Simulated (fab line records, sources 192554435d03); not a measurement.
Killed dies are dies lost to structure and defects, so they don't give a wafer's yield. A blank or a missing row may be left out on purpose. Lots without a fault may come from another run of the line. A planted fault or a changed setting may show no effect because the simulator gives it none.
Chamber matching | flow n5_finfet | N5_BEOL_M2_ETCH_64 on rie_diel-05: 4 sister chambers
The step etches SOC in N2/H2, target depth 75 nm, overetch 22.5 nm, time 121.9 s. 4 wafers are shown with their chamber, then 8 later ones without.

WAFERS WITH THEIR CHAMBER
wafer  | chamber | showerhead_plenum_p_Torr (Torr)
L092.2 | 2       | 2.51
L092.3 | 0       | 2.54
L092.4 | 1       | 2.47
L093.3 | 3       | 2.63

WAFERS WITHOUT THEIR CHAMBER
wafer  | showerhead_plenum_p_Torr (Torr)
L093.5 | 2.63
L093.6 | 2.54
L097.1 | 2.53
L097.2 | 2.47
L097.6 | 2.50
L096.1 | 2.63
L096.3 | 2.53
L096.6 | 2.47

WHICH CHAMBER EACH WENT THROUGH
wafer  | from the rows above     | in truth
L093.5 | 3                       | 3
L093.6 | 0                       | 0
L097.1 | can't be placed: 0 or 2 | 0
L097.2 | 1                       | 1
L097.6 | 2                       | 2
L096.1 | 3                       | 3
L096.3 | can't be placed: 0 or 2 | 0
L096.6 | 1                       | 1
Placed correctly: 6 of 8. Can't be placed from these rows: 2 (the true chamber is among the candidates in 2). Placed wrongly: 0.
How it was worked out, from the rows above alone: a wafer's distance from a chamber is the root of the sum, over the readings, of the square of ((its reading less the chamber's mean) divided by the reading's scatter). The wafer belongs to the nearest chamber; if the next one is less than 2 further off, it can't be placed. A chamber's mean is the mean of its shown wafers. The scatter: with one shown wafer a chamber, the root of the mean of the squares of how far each hidden wafer lies from its nearest shown one.
